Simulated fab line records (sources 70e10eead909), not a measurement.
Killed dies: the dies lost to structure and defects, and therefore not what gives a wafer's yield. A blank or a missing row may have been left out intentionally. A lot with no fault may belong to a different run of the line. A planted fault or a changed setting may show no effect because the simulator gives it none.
Which of the tools did it? ; flow nand harc ; 24 lots, 72 wafers sampled, at 2 steps of a route of 1302

== WHAT THE GAUGES READ, wafer by wafer ==
NHARC_A_CONTACT_CD_MEAS_80.
lot;measured;on;cd nm (nm)
L074;day 22 01:02;cd sem-01;289.1 289.7 289.4
L076;day 22 17:25;cd sem-01;289.4 290.2 290.1
L077;day 22 20:45;cd sem-02;289.3 288.6 289.4
L078;day 23 12:26;cd sem-01;288.4 289.6 289.3
L079;day 24 00:41;cd sem-03;290.2 290.4 290.6
L081;day 25 01:45;cd sem-03;290.2 289.0 289.5
L075;day 25 04:40;cd sem-01;289.0 288.7 290.0
L080;day 25 09:20;cd sem-03;289.7 289.8 289.9
L082;day 25 16:25;cd sem-01;288.8 289.6 288.6
L083;day 25 23:07;cd sem-01;289.3 289.9 290.0
L084;day 25 23:57;cd sem-03;286.8 286.6 287.3
L085;day 26 21:14;cd sem-01;289.7 289.6 289.8
L086;day 27 06:58;cd sem-01;287.5 288.7 288.0
L087;day 27 21:34;cd sem-03;288.1 289.0 289.6
L090;day 28 04:04;cd sem-03;288.8 288.2 289.1
L089;day 28 04:25;cd sem-03;288.9 289.4 288.8
L088;day 28 12:42;cd sem-03;288.9 289.0 288.9
L092;day 28 16:58;cd sem-01;289.7 290.4 288.8
L091;day 28 19:42;cd sem-03;289.9 289.7 289.7
L093;day 29 17:32;cd sem-03;288.5 289.5 288.3
L095;day 31 00:44;cd sem-02;289.3 290.3 289.8
L096;day 31 04:03;cd sem-01;289.0 289.2 289.6
L094;day 31 08:55;cd sem-03;289.7 290.2 290.9
L097;day 31 12:19;cd sem-01;290.6 290.3 290.0

== WHICH TOOL RAN EACH LOT (tool, then ch and the chambers of the sampled wafers, then the start) ==
lot;NHARC_A_CONTACT_ETCH_133
L074;har cap etch-02 ch 0,1, day 22 00:06
L076;har cap etch-01 ch 0,1, day 22 16:25
L077;har cap etch-03 ch 0,1, day 22 19:01
L078;har cap etch-02 ch 0,1, day 23 11:25
L079;har cap etch-02 ch 0,1, day 23 23:49
L081;har cap etch-02 ch 0,1, day 24 23:38
L075;har cap etch-02 ch 0,1, day 25 03:38
L080;har cap etch-01 ch 0,1, day 25 08:25
L082;har cap etch-01 ch 0,1, day 25 15:23
L083;har cap etch-01 ch 0,1, day 25 22:07
L084;har cap etch-03 ch 0,1, day 25 22:56
L085;har cap etch-03 ch 0,1, day 26 20:19
L086;har cap etch-02 ch 0,1, day 27 05:33
L087;har cap etch-01 ch 0,1, day 27 20:34
L090;har cap etch-03 ch 0,1, day 28 03:08
L089;har cap etch-01 ch 0,1, day 28 03:29
L088;har cap etch-02 ch 0,1, day 28 11:32
L092;har cap etch-03 ch 0,1, day 28 15:58
L091;har cap etch-01 ch 0,1, day 28 18:33
L093;har cap etch-03 ch 0,1, day 29 16:44
L095;har cap etch-03 ch 0,1, day 30 23:46
L096;har cap etch-01 ch 0,1, day 31 03:02
L094;har cap etch-03 ch 0,1, day 31 07:55
L097;har cap etch-01 ch 1, day 31 11:19
- NHARC_A_CONTACT_ETCH_133: etches the open film in C4F8/O2/Ar, time 374 s, target depth 1610 nm.

== WHAT THE TOOLS THEMSELVES READ (means of the sampled wafers that have a number; where no wafer has one, the mark that the record gives instead) ==
NHARC_A_CONTACT_ETCH_133.
lot;tool;oes air line au (a.u.)
L074;har cap etch-02;1.007
L076;har cap etch-01;1.001
L077;har cap etch-03;1.022
L078;har cap etch-02;0.972
L079;har cap etch-02;0.997
L081;har cap etch-02;0.977
L075;har cap etch-02;0.985
L080;har cap etch-01;1.009
L082;har cap etch-01;0.991
L083;har cap etch-01;0.987
L084;har cap etch-03;0.998
L085;har cap etch-03;0.986
L086;har cap etch-02;1.006
L087;har cap etch-01;1.000
L090;har cap etch-03;1.007
L089;har cap etch-01;1.006
L088;har cap etch-02;0.987
L092;har cap etch-03;1.005
L091;har cap etch-01;1.007
L093;har cap etch-03;0.973
L095;har cap etch-03;1.011
L096;har cap etch-01;0.986
L094;har cap etch-03;1.036
L097;har cap etch-01;0.984

== THE ANSWER, worked out from the rows above alone ==
Rule: the usual values come from the lots themselves. Put in order of their means at a reading, lots are off if they are a third of the lots or fewer, leave a main group of 4 or more, and stand apart from it by a gap of 3 or more times the standard deviation of the main group's means; of several such gaps the widest counts. If all means in a main group match to the digits the tables above print for the reading, that group is not used. Also off: a lot with no number at a reading for which 4 or more lots have one. Any other lot the step has rows for is counted as sound. Order of review: gauges by route order, followed by the tools' own readings, for which a lot's mean as printed above is used. The first step at which some lot is off is used, and at that step the reading that is off furthest; a lot without a number counts as furthest.
Across all readings shown, no lot is off: no conclusion can be drawn from this.

== WHAT THE SIMULATOR PUT IN ==
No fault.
